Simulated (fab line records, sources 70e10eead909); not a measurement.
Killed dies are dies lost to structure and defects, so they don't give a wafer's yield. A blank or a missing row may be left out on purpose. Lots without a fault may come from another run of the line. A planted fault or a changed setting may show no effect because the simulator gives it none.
fab line records | flow nand_harc
record lots=13 wafers=39 last_day=33
route steps=1302 shown A_STAIRCASE@877 A_SGD_CUT@896
lots that met no fault: from a run of the same line without faults
start_h: hours from the record's first day to the start of the lot's first wafer shown | wait_h: hours since the lot's step before | " the same as in the row above | L1.1+2: a row that stands for several wafers | - no value, or no start given | * or withheld: withheld | < > ~ a bound
route shown NAME@n: a module of which the file shows steps, and the number in the route of the first | usual: mean/standard deviation of fault-free wafers | same: alike in all rows | chamber/n: place in a boat | sites: the reading at each site | _std_site: their standard deviation | _edge_site: outer sites' mean less inner sites' | radius_mm: how far each site lies from the wafer's centre | mask NAME#n: copy n | behind: the tool/chamber that last shaped the wafer | hold: why the lot was held/for how many hours/how that ended | device: the transistor (n, p or np) that didn't switch | end of line: the same wafers' tests at the end of the route | a step without rows: its recipe alone | killed: dies lost to structure and defects at the first sort, not the wafer's yield | map: a wafer's dies, x killed, . not, _ none there
set.NAME: the setting as run; set.NAME@STEP: as run at that earlier step | model.NAME: the simulator's own value behind a step, which no gauge read
steps of the route over a sample of lots; a table a step, a row a wafer
services: from which hour (start_h, from the record's first day; less than 0 if before it) a tool's chamber was out of use, for how many hours, and why
## steps
# step NHARC_A_STAIRCASE_CMP_152
# usual motor_current_A=12.1/0.95
# columns lot.wafer tool chamber start_h wait_h motor_current_A
L524.4 cmp-01 0 441.88 0.1 11.1
L524.1 " 2 " " 11.4
L524.5 " 3 " " 13.1
L522.3 cmp-02 2 442.02 0.1 11.2
L522.4 " 3 " " 12.8
L522.5 " 0 " " 12.7
L523.3 cmp-04 3 444.96 0.1 11.6
L523.1 " 0 " " 11.8
L523.5 " 2 " " 12.4
L525.2 cmp-01 0 464.69 0.1 11.1
L525.1 " 3 " " 13.3
L525.5 " 0 " " 11.5
L528.4 cmp-04 1 490.89 0.1 13.9
L528.5 " 2 " " 12.4
L528.6 " 3 " " 11.1
L530.4 cmp-02 2 535.71 0.1 11.4
L530.2 " 3 " " 12.1
L530.1 " 0 " " 12.6
L529.2 cmp-01 2 538.61 0.1 10.5
L529.4 " 3 " " 13.0
L529.5 " 2 " " 11.3
L536.3 cmp-04 1 589.10 0.1 15.0
L536.2 " 0 " " 11.6
L536.6 " 2 " " 12.9
L538.2 cmp-02 0 602.92 0.1 12.1
L538.1 " 2 " " 11.6
L538.3 " 3 " " 12.6
L541.4 cmp-01 0 625.71 0.1 11.1
L541.5 " 0 " " 11.1
L541.6 " 1 " " 11.8
L542.2 cmp-02 3 644.78 0.1 11.9
L542.6 " 3 " " 12.9
L542.5 " 0 " " 12.8
L543.1 cmp-04 0 645.07 0.1 12.2
L543.2 " 3 " " 11.3
L543.6 " 0 " " 12.0
L545.3 cmp-01 1 659.53 0.1 12.1
L545.4 " 2 " " 10.7
L545.1 " 3 " " 12.7
# step NHARC_A_SGD_CUT_SOFTBAKE_04
# recipe temp_c=105 time_s=55
# usual heater_power_total_W=188.47/0.15 plate_temp_C=104.99/0.11
# columns lot.wafer tool chamber start_h wait_h heater_power_total_W plate_temp_C
L524.1 litho_track-06 0 444 - 188.74 104.97
L524.4 " 0 " " 188.74 104.98
L524.5 " 0 " " 188.56 104.98
L522.3 litho_track-01 0 444 - 188.33 104.94
L522.4 " 0 " " 188.72 105.13
L522.5 " 0 " " 188.35 105.12
L523.1 litho_track-06 0 447 - 188.31 105.11
L523.3 " 0 " " 188.29 105.01
L523.5 " 0 " " 188.38 105.19
L525.1 litho_track-04 0 466 - 188.38 104.94
L525.2 " 0 " " 188.75 104.81
L525.5 " 0 " " 188.55 105.05
L528.4 litho_track-01 0 492 - 188.45 105.03
L528.5 " 0 " " 188.48 105.02
L528.6 " 0 " " 188.27 105.07
L530.1 litho_track-04 0 537 - 188.40 104.98
L530.2 " 0 " " 188.29 105.21
L530.4 " 0 " " 188.68 105.04
L529.2 litho_track-01 0 540 - 188.63 104.95
L529.4 " 0 " " 188.74 105.09
L529.5 " 0 " " 188.74 105.06
L536.2 litho_track-01 0 591 - 190.48 105.70
L536.3 " 0 " " 190.05 105.55
L536.6 " 0 " " 190.05 105.73
L538.1 litho_track-01 0 605 - 190.16 105.79
L538.2 " 0 " " 190.39 105.83
L538.3 " 0 " " 190.11 105.75
L541.4 litho_track-06 0 627 - 188.52 104.85
L541.5 " 0 " " 188.42 104.92
L541.6 " 0 " " 188.43 104.94
L542.2 litho_track-04 0 646 - 188.42 105.05
L542.5 " 0 " " 188.54 105.06
L542.6 " 0 " " 188.34 104.98
L543.1 litho_track-06 0 647 - 188.26 104.92
L543.2 " 0 " " 188.75 104.88
L543.6 " 0 " " 188.42 104.92
L545.1 litho_track-06 0 661 - 188.48 105.16
L545.3 " 0 " " 188.30 105.08
L545.4 " 0 " " 188.33 105.00
# step NHARC_A_SGD_CUT_DESCUM_14
# recipe time_s=3 o2_flow_sccm=200 ar_flow_sccm=0 bias_power_w=0 chemistry=O2
# usual drypump_motor_current_A=5.8/0.41 o2_flow_sccm=200.0/0.63 oes_product_au=1.001/0.011 rf_vpp_V=58.0/0.99 showerhead_plenum_p_Torr=1.94/0.068 throttle_valve_pct=11.311/0.0086
# columns lot.wafer tool chamber start_h wait_h drypump_motor_current_A o2_flow_sccm oes_product_au rf_hours_counter_h rf_vpp_V showerhead_plenum_p_Torr throttle_valve_pct
L524.4 rie_diel-09 2 444.74 0.1 5.2 199.9 1.005 7 58.5 2.06 11.316
L524.1 " 3 " " 6.3 200.7 0.995 6 58.2 2.00 11.306
L524.5 " 0 " " 6.5 200.4 1.009 - 57.4 2.04 11.318
L522.3 rie_diel-05 3 444.88 0.1 6.0 199.3 1.010 1 58.0 1.93 11.304
L522.4 " 1 " " 6.0 201.4 0.982 - 58.3 1.81 11.314
L522.5 " 0 " " 5.6 200.6 0.999 - 58.4 1.88 11.314
L523.1 rie_diel-05 2 447.71 0.1 5.2 200.5 1.009 1 60.0 2.01 11.326
L523.3 " 3 " " 6.0 199.6 1.000 1 60.0 1.92 11.315
L523.5 " 1 " " 6.0 200.6 0.973 - 54.9 1.81 11.321
L525.1 rie_diel-03 3 467.40 0.1 6.0 199.4 1.007 0 58.1 1.94 11.314
L525.2 " 0 " " 5.6 200.7 1.025 0 56.4 1.92 11.318
L525.5 " 0 " " 5.6 200.3 1.010 - 57.1 1.92 11.303
L528.4 rie_diel-09 0 493.54 0.1 6.5 199.4 1.013 9 57.2 2.03 11.312
L528.6 " 0 " " 6.5 200.4 1.009 - 58.9 2.03 11.309
L528.5 " 1 " " 5.2 198.9 1.008 - 56.8 1.99 11.311
L530.2 rie_diel-09 3 538.57 0.1 6.3 199.9 0.998 1 58.6 2.00 11.295
L530.1 " 0 " " 6.5 200.2 0.999 2 57.2 2.03 11.301
L530.4 " 1 " " 5.2 200.0 0.989 2 58.3 1.99 11.304
L529.4 rie_diel-05 3 541.45 0.1 6.0 200.2 1.008 5 57.9 1.92 11.310
L529.2 " 2 " " 5.1 199.8 1.008 4 58.9 2.01 11.316
L529.5 " 3 " " 6.0 200.9 1.008 - 56.2 1.92 11.307
L536.2 rie_diel-03 2 591.68 0.1 5.9 200.1 0.984 12 56.1 1.98 11.309
L536.3 " 0 " " 5.6 199.2 1.011 12 58.3 1.91 11.311
L536.6 " 1 " " 5.5 199.6 1.008 - 57.0 1.90 11.309
L538.2 rie_diel-05 3 605.51 0.1 6.0 201.0 1.009 1 58.7 1.92 11.308
L538.3 " 0 " " 5.6 200.3 1.011 0 57.7 1.88 11.316
L538.1 " 2 " " 5.1 199.7 1.003 1 56.5 2.01 11.313
L541.4 rie_diel-05 2 628.30 0.1 5.1 199.5 0.979 1 58.9 2.01 11.320
L541.6 " 3 " " 6.0 201.0 1.006 - 58.8 1.92 11.300
L541.5 " 0 " " 5.5 200.7 1.013 - 57.8 1.88 11.313
L542.2 rie_diel-09 2 647.60 0.1 5.2 200.9 1.005 9 59.0 2.05 11.311
L542.6 " 0 " " 6.5 200.5 0.991 - 58.3 2.03 11.313
L542.5 " 1 " " 5.2 199.2 0.996 - 56.2 1.99 11.301
L543.2 rie_diel-05 3 647.77 0.1 6.0 199.7 0.995 3 57.1 1.92 11.314
L543.1 " 1 " " 6.0 198.7 0.985 2 57.7 1.81 11.297
L543.6 " 0 " " 5.6 201.0 1.004 - 56.6 1.88 11.317
L545.4 rie_diel-03 3 662.16 0.1 6.0 200.1 1.004 2 57.4 1.93 11.319
L545.3 " 0 " " 5.6 199.9 1.020 2 57.0 1.91 11.316
L545.1 " 1 " " 5.5 200.4 1.002 2 58.3 1.89 11.312
# step NHARC_A_SGD_CUT_CMP_21
# recipe target_thk_nm=148.19
# usual motor_current_A=12.2/0.93 time_to_endpoint_s=50.2/2.3
# columns lot.wafer tool chamber start_h wait_h motor_current_A time_to_endpoint_s
L522.3 cmp-02 0 450.83 0.4 12.3 49.9
L522.4 " 2 " " 11.7 53.6
L522.5 " 0 " " 11.9 48.3
L524.4 cmp-04 3 450.88 0.4 11.4 47.9
L524.1 " 0 " " 12.2 50.5
L524.5 " 1 " " 13.9 49.0
L523.1 cmp-03 2 450.90 0.4 11.7 49.7
L523.3 " 3 " " 11.3 46.8
L523.5 " 0 " " 12.1 45.9
L525.2 cmp-02 3 473.07 0.4 12.3 52.4
L525.1 " 0 " " 12.9 48.5
L525.5 " 1 " " 11.9 49.5
L528.4 cmp-04 3 498.38 0.4 10.8 52.4
L528.5 " 2 " " 13.0 50.3
L528.6 " 3 " " 11.3 50.7
L530.4 cmp-03 2 544.34 0.4 11.5 49.9
L530.1 " 3 " " 11.7 51.2
L530.2 " 0 " " 11.7 46.8
L529.4 cmp-04 3 544.41 0.4 11.6 50.5
L529.2 " 0 " " 11.6 54.0
L529.5 " 2 " " 13.0 54.4
L536.3 cmp-02 1 600.31 0.4 12.0 53.6
L536.2 " 0 " " 12.9 52.3
L536.6 " 1 " " 11.3 50.2
L538.1 cmp-02 2 608.75 0.5 11.1 50.2
L538.2 " 3 " " 13.4 50.5
L538.3 " 0 " " 12.9 51.9
L541.4 cmp-02 1 634.26 0.4 11.7 47.7
L541.6 " 2 " " 11.6 50.7
L541.5 " 3 " " 13.1 51.0
L543.1 cmp-04 3 653.53 0.4 11.5 49.3
L543.2 " 0 " " 11.5 48.7
L543.6 " 0 " " 12.6 50.4
L542.2 cmp-02 2 653.61 0.4 11.4 47.2
L542.5 " 3 " " 12.5 48.7
L542.6 " 0 " " 12.9 44.5
L545.1 cmp-02 2 669.10 0.4 11.5 49.3
L545.3 " 3 " " 12.2 50.1
L545.4 " 1 " " 11.6 47.9
## services
# columns tool chamber start_h hours kind
cmp-02 - 429.19 4.0 pm
rie_diel-05 2 439.92 6.4 repair
cmp-04 - 464.34 0.8 repair
cmp-02 - 473.44 0.5 repair
cmp-02 - 475.33 3.0 repair
cmp-04 - 504.02 4.0 pm
rie_diel-05 0 516.17 3.4 repair
cmp-04 - 518.93 0.5 repair
cmp-04 - 526.21 3.8 repair
cmp-02 - 527.19 4.0 pm
rie_diel-05 1 528.97 7.0 repair
cmp-02 - 537.52 3.7 repair
rie_diel-05 - 540.57 0.5 repair
cmp-02 - 549.53 2.0 repair
rie_diel-05 - 559.26 0.2 repair
cmp-02 - 565.07 0.4 repair
cmp-02 - 582.80 1.3 repair
rie_diel-05 - 583.60 9.0 pm
cmp-04 - 589.56 1.7 repair
cmp-04 - 602.02 4.0 pm
rie_diel-05 1 604.13 9.0 repair
cmp-02 - 625.19 4.0 pm
cmp-04 - 655.87 0.4 repair
rie_diel-05 2 666.30 16.3 repair
## key
first_sign step=NHARC_A_SGD_CUT_SOFTBAKE_04 reading=heater_power_total_W direction=up sigmas=12 usual=* struck=*
effect step=NHARC_A_SGD_CUT_SOFTBAKE_04 reading=plate_temp_C direction=up sigmas=6.5 usual=* struck=*
met_at NHARC_A_SGD_CUT_SOFTBAKE_04
struck_lots L536,L538
tester_left_out L536,L538
not_acting_at NHARC_A_STAIRCASE_CMP_152,NHARC_A_SGD_CUT_DESCUM_14,NHARC_A_SGD_CUT_CMP_21
onset_between 540 591
fault kind=process_parameter_drift tool=litho_track-01 chamber=- onset_h=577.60 steps=NHARC_A_SGD_CUT_SOFTBAKE_04 channel=temp_c offset=* shape=step end_h=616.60 acts_in=* stated=*
# tester_left_out: of these lots the tester's yield and bins aren't shown, on N5 and GAA mostly nor the transistor test; their killed dies are dies lost to structure and defects alone, not to doping, threshold or leakage, so they don't give the yield
